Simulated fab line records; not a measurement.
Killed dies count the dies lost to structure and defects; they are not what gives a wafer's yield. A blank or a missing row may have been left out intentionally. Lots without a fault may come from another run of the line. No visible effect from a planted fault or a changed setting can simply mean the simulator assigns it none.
Chamber matching | flow nand_harc | NHARC_P_M2_CMP_23 on cmp-01: 4 sister chambers
The step polishes, t overpolish 20 s, target thk 144.3 nm. 20 wafers are shown with their chamber, then 10 later ones without.

## WAFERS, EACH WITH ITS CHAMBER
wafer  | chamber | motor_current_A (A) | time_to_endpoint_s (s) | slurry_flow_ml_min
L074.1 | 0       | 13.4                | 24                     | 149.8
L074.2 | 2       | 11.3                | 26                     | 150.1
L074.5 | 3       | 11.2                | 25                     | 149.9
L075.1 | 1       | 12.2                | 33                     | 149.1
L075.2 | 0       | 13.5                | 24                     | 150.1
L075.5 | 1       | 12.4                | 30                     | 149.4
L076.1 | 3       | 11.4                | 26                     | 149.9
L076.3 | 2       | 10.8                | 30                     | 150.2
L076.6 | 3       | 11.5                | 27                     | 150.2
L077.1 | 1       | 12.5                | 37                     | 149.9
L077.2 | 2       | 11.8                | 29                     | 149.1
L077.5 | 3       | 11.6                | 26                     | 150.7
L084.1 | 0       | 13.6                | 28                     | 149.8
L084.2 | 2       | 11.1                | 27                     | 149.6
L084.3 | 3       | 11.8                | 26                     | 150.3
L089.2 | 2       | 11.0                | 33                     | 150.5
L089.4 | 1       | 12.3                | 37                     | 150.3
L089.5 | 3       | 11.8                | 31                     | 150.1
L088.3 | 2       | 10.5                | 26                     | 150.3
L088.5 | 3       | 11.5                | 26                     | 150.7

SIGNATURES, as means of the wafers listed above
reading            | chamber 0 | chamber 1 | chamber 2 | chamber 3 | scatter within a chamber
motor_current_A    | 13.500    | 12.350    | 11.083    | 11.543    | 0.289
time_to_endpoint_s | 25.33     | 34.25     | 28.50     | 26.71     | 2.58
slurry_flow_ml_min | 149.900   | 149.675   | 149.967   | 150.257   | 0.429
Rule: distance of a wafer from a chamber = root of the sum over the readings of ((wafer's reading minus chamber's mean) / reading's scatter) squared. The wafer belongs to the nearest chamber; if the next one is less than 2 further off, it can't be placed. The scatter: the root of (the sum of the squares of (reading less its chamber's mean) over the shown wafers, divided by (wafers less chambers)).

## WAFERS MISSING THEIR CHAMBER
wafer  | motor_current_A (A) | time_to_endpoint_s (s) | slurry_flow_ml_min
L088.6 | 11.7                | 28                     | 149.6
L091.2 | 12.3                | 33                     | 149.1
L091.3 | 10.8                | 26                     | 149.7
L091.6 | 11.1                | 24                     | 149.9
L093.3 | 13.5                | 28                     | 150.3
L093.5 | 13.8                | 30                     | 150.1
L093.6 | 12.6                | 36                     | 149.6
L096.4 | 14.1                | 26                     | 149.7
L096.5 | 13.0                | 27                     | 150.6
L096.6 | 10.9                | 26                     | 149.9

## WHICH CHAMBER EACH WENT THROUGH
wafer  | from the rows above          | in truth
L088.6 | can't be placed: 3 or 2 or 1 | 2
L091.2 | 1                            | 1
L091.3 | can't be placed: 2 or 3      | 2
L091.6 | can't be placed: 2 or 3      | 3
L093.3 | 0                            | 0
L093.5 | 0                            | 0
L093.6 | 1                            | 1
L096.4 | 0                            | 0
L096.5 | can't be placed: 0 or 1      | 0
L096.6 | can't be placed: 2 or 3      | 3
Placed correctly: 5 of 10. Cannot be placed on the basis of these rows: 5; the candidates contain the true chamber in 5. 0 placed wrongly.
